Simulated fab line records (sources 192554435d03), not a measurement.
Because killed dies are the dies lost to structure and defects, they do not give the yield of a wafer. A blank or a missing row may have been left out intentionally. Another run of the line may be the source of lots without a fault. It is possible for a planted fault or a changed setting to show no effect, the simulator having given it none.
Which tool was responsible? -- flow n5 finfet -- 10 lots, 30 wafers sampled, at 4 steps of a route of 1938

== WHAT THE GAUGES READ, wafer by wafer ==
N5_BEOL_M11_OCD_MEAS_38.
lot,measured,on,trench depth nm (nm)
L546,day 11 02:32,ocd-01,147.7 151.5 146.4
L544,day 11 18:26,ocd-01,149.0 149.6 149.7
L547,day 12 00:32,ocd-02,150.9 151.5 147.7
L551,day 13 00:57,ocd-02,146.0 146.6 145.4
L550,day 13 01:10,ocd-01,146.9 150.5 145.5
L558,day 14 22:32,ocd-02,148.5 145.7 145.7
L561,day 15 13:12,ocd-02,144.9 149.4 147.6
L562,day 15 13:29,ocd-02,151.2 149.2 148.3
L564,day 16 05:25,ocd-02,145.7 149.9 146.5
L565,day 16 09:17,ocd-01,151.0 146.3 150.7

== EACH LOT AND THE TOOL THAT RAN IT (in order: tool; ch and the chambers of the sampled wafers; start) ==
lot,N5_BEOL_M11_DESCUM_33,N5_BEOL_M11_ETCH_65,N5_BEOL_M11_ETCH_41
L546,"rie diel-02 ch 0,1,2, day 11 02:02","rie diel-02 ch 0,1,2, day 11 02:04","rie diel-02 ch 0,1,2, day 11 02:32 or earlier"
L544,"rie diel-06 ch 0,3, day 11 17:57","rie diel-06 ch 0,3, day 11 17:59","rie diel-06 ch 0,3, day 11 18:26 or earlier"
L547,"rie diel-06 ch 0,1,3, day 12 00:02","rie diel-06 ch 0,1,3, day 12 00:04","rie diel-06 ch 0,1,3, day 12 00:32 or earlier"
L551,"rie diel-06 ch 1,2,3, day 13 00:27","rie diel-06 ch 1,2,3, day 13 00:29","rie diel-06 ch 1,2,3, day 13 00:57 or earlier"
L550,"rie diel-02 ch 0,1,2, day 13 00:41","rie diel-02 ch 0,1,2, day 13 00:43","rie diel-02 ch 0,1,2, day 13 01:10 or earlier"
L558,"rie diel-06 ch 1,2,3, day 14 21:45","rie diel-06 ch 1,2,3, day 14 21:47","rie diel-06 ch 1,2,3, day 14 22:32 or earlier"
L561,"rie diel-06 ch 1,2,3, day 15 12:42","rie diel-06 ch 1,2,3, day 15 12:44","rie diel-06 ch 1,2,3, day 15 13:12 or earlier"
L562,"rie diel-05 ch 2,3, day 15 12:59","rie diel-05 ch 2,3, day 15 13:01","rie diel-05 ch 2,3, day 15 13:29 or earlier"
L564,"rie diel-02 ch 1,3, day 16 04:55","rie diel-02 ch 1,3, day 16 04:58","rie diel-02 ch 1,3, day 16 05:25 or earlier"
L565,"rie diel-05 ch 0,1,3, day 16 08:47","rie diel-05 ch 0,1,3, day 16 08:49","rie diel-05 ch 0,1,3, day 16 09:17 or earlier"
- N5_BEOL_M11_DESCUM_33: chemistry O2, time 7.9 s.
- N5_BEOL_M11_ETCH_65: etches SiARC in CF4, target depth 39 nm, time 65 s.
- N5_BEOL_M11_ETCH_41: etches SiCN in CH3F/O2, target depth 42.6 nm, time 86 s.

== THE ANSWER, worked out from the rows above alone ==
Rule: the lots themselves supply what counts as usual. The widest of any qualifying gaps counts: lots, ordered by their means at a reading, are off when they make up no more than a third of the lots, leave a main group of 4 or more, and stand apart from it by 3 or more times the standard deviation of that group's means. If all means in a main group match to the digits the tables above print for the reading, that group is not used. A lot without any number at a reading at which 4 lots or more have one is off too. Where the step has rows for the other lots, those lots are counted as sound.
Nothing can be told from this: no lot is off at any reading shown.

== WHAT WAS PUT IN BY THE SIMULATOR ==
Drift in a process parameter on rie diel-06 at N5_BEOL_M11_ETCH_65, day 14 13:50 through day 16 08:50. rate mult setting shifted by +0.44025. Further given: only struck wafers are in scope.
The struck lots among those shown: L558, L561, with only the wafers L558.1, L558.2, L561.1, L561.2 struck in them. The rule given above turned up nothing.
